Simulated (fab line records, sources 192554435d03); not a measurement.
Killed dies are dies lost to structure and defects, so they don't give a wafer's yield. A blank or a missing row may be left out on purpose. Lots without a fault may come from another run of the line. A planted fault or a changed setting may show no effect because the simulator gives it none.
Which tool did it? | flow n5_finfet | 10 lots, 30 wafers sampled, at 1 step of a route of 1938

WHAT THE GAUGES READ, wafer by wafer
N5_MIM_TOP_LITHO_OVL_MEAS_11.
lot  | measured     | on         | MIM_TOP_OVL (nm)
L750 | day 12 18:10 | overlay-01 | 1 7 4
L754 | day 14 18:50 | overlay-01 | -3 -5 -10
L755 | day 16 02:25 | overlay-02 | 7 -5 4
L763 | day 17 17:11 | overlay-02 | -6 1 -1
L765 | day 17 20:54 | overlay-01 | -1 8 -5
L766 | day 18 04:24 | overlay-01 | -6 4 -2
L764 | day 19 06:52 | overlay-02 | -3 -4 3
L769 | day 19 14:16 | overlay-01 | 3 -3 -1
L768 | day 19 14:31 | overlay-01 | -4 4 7
L771 | day 19 14:58 | overlay-01 | 5 10 15

WHICH TOOL RAN EACH LOT (tool, then ch and the chambers of the sampled wafers, then the start)
The record holds no process step before these readings.

WHAT THE TOOLS THEMSELVES READ (means of the sampled wafers that have a number; where no wafer has one, the mark that the record gives instead)
The record holds no such reading with a usual standard deviation.

THE ANSWER, worked out from the rows above alone
Rule: what is usual is taken from the lots themselves. Put in order of their means at a reading, lots are off if they are a third of the lots or fewer, leave a main group of 4 or more, and stand apart from it by a gap of 3 or more times the standard deviation of the main group's means; of several such gaps the widest counts. A main group whose means are all the same, to the digits that the tables above print for the reading, isn't used. A lot without any number at a reading at which 4 lots or more have one is off too. The other lots that the step has rows for count as sound. The gauges are gone through in route order, then the tools' own readings, and for those a lot's mean is taken as printed above. The first step at which some lot is off is used, and at that step the reading that is off furthest; a lot without a number counts as furthest.
No lot is off at any reading shown: from this, nothing can be told.

WHAT THE SIMULATOR HAD PUT IN
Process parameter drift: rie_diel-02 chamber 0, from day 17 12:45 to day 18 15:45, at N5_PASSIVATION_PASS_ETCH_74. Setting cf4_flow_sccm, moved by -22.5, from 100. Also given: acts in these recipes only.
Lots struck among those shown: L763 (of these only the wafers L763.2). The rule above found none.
